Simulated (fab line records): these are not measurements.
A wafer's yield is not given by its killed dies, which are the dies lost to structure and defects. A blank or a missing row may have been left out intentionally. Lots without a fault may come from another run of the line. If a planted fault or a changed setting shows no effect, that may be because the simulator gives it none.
Struck lot and sound lot, side by side ; flow nand-harc ; 13 steps out of a route of 1302
Sound: these wafers, L602.2, L602.4, L602.6. Wafers struck: L592.2, L592.4, L592.6. The cause is given at the end.
For every step that has rows: the tool of each side, followed by ch and its chambers, followed by its first start. Under that, the readings that differ: sound wafers ; struck wafers ; difference of the means ; sigmas: that difference in standard deviations of wafers without a fault.
alike: a reading whose means differ by less than 2 such deviations, as well as words and numbers matching on both sides. not compared: withheld readings; readings where some wafer has no value; bounds like >300 that might hide an equal value; numbers whose values overlap and for which the record gives no deviation.
Wherever a step has rows on one side only, a row that says differs or no value, or a row with sigmas, the two part there. Non-overlapping numbers with no deviation appear without sigmas and do not part them. Lack of a reading on every wafer of one side parts them only where that side has two or more wafers.

first, 1 step without rows for these wafers: NHARC_A_SLIT_STRIP_28 (strips in O2/COS).
NHARC_A_SLIT_ETCH_29: etches the open film in CF4/O2, target depth 100 nm, overetch 10 nm, time 55 s.
  sound on rie-diel-08 ch 1,3, day 26 07:07; struck on rie-diel-11 ch 0,1, day 23 04:09
reading;sound;struck;difference;sigmas
drypump-motor-current-A (A);5.0 5.5 5.1;6.8 5.5 6.8;+1.2;+2
  alike: o2-flow-sccm, oes-product-au, rf-vpp-V, showerhead-plenum-p-Torr, throttle-valve-pct
  not compared: rf-hours-counter-h
NHARC_A_SLIT_STRIP_18: strips in O2.
  sound on rie-diel-08 ch 1,2,3; struck on rie-diel-11 ch 0,1,2
  alike: drypump-motor-current-A, o2-flow-sccm, oes-product-au, rf-vpp-V, showerhead-plenum-p-Torr, throttle-valve-pct
  not compared: rf-hours-counter-h
then, 2 steps without rows for these wafers: NHARC_A_SLIT_PRECLEAN_19 (cleans in SC1); NHARC_A_SLIT_SRD_20.
NHARC_A_SLIT_CD_MEAS_21:
  sound on cd-sem-03, day 26 07:39; struck on cd-sem-02, day 23 04:44
  alike: cd-nm
then, 3 steps without rows for these wafers: NHARC_A_SIN_REMOVE_WET_00 (chemistry H3PO4, time 15300 s); NHARC_A_SIN_REMOVE_PRECLEAN_01 (cleans in SC1); NHARC_A_SIN_REMOVE_SRD_02.
NHARC_A_SIN_REMOVE_INSPECT_04:
  sound on defect-inspect-02, day 26 15:08; struck on defect-inspect-02, day 23 11:19
  alike: raw-defect-count
NHARC_A_WL_FILL_ALD_00: deposits Al2O3, target thk 3 nm, pulse time 3 s, ald cycles 30.
  sound on ald-hk-02 ch 0,2,3, day 26 15:11; struck on ald-hk-02 ch 0,1, day 23 11:22
  alike: heater-power-w, precursor-pulse-height-rel
NHARC_A_WL_FILL_RTA_01: time 5 s.
  sound on rtp-anneal-02 ch 0, day 26 15:31; struck on rtp-anneal-01 ch 0, day 23 11:41
reading;sound;struck;difference;sigmas
wafer_temp_C_max;1004.2 1005.2 1003.9;965.8 966.5 965.9;-38.4;-32
  alike: lamp-power-pct, lamp_zone_6_pct
NHARC_A_WL_FILL_ALD_02: deposits TiN, target thk 2 nm, pulse time 3 s, ald cycles 100.
  sound on ald-metal-03 ch 0,1,3, day 26 15:50; struck on ald-metal-03 ch 0,1,3, day 23 11:53
  alike: heater-power-w, precursor-pulse-height-rel

== WHERE THEY PART ==
First at NHARC_A_SLIT_ETCH_29; last, within this record, at NHARC_A_WL_FILL_RTA_01. Later steps at which nothing parts them and some readings are alike: NHARC_A_WL_FILL_ALD_02.

WHY: what had been put in by the simulator
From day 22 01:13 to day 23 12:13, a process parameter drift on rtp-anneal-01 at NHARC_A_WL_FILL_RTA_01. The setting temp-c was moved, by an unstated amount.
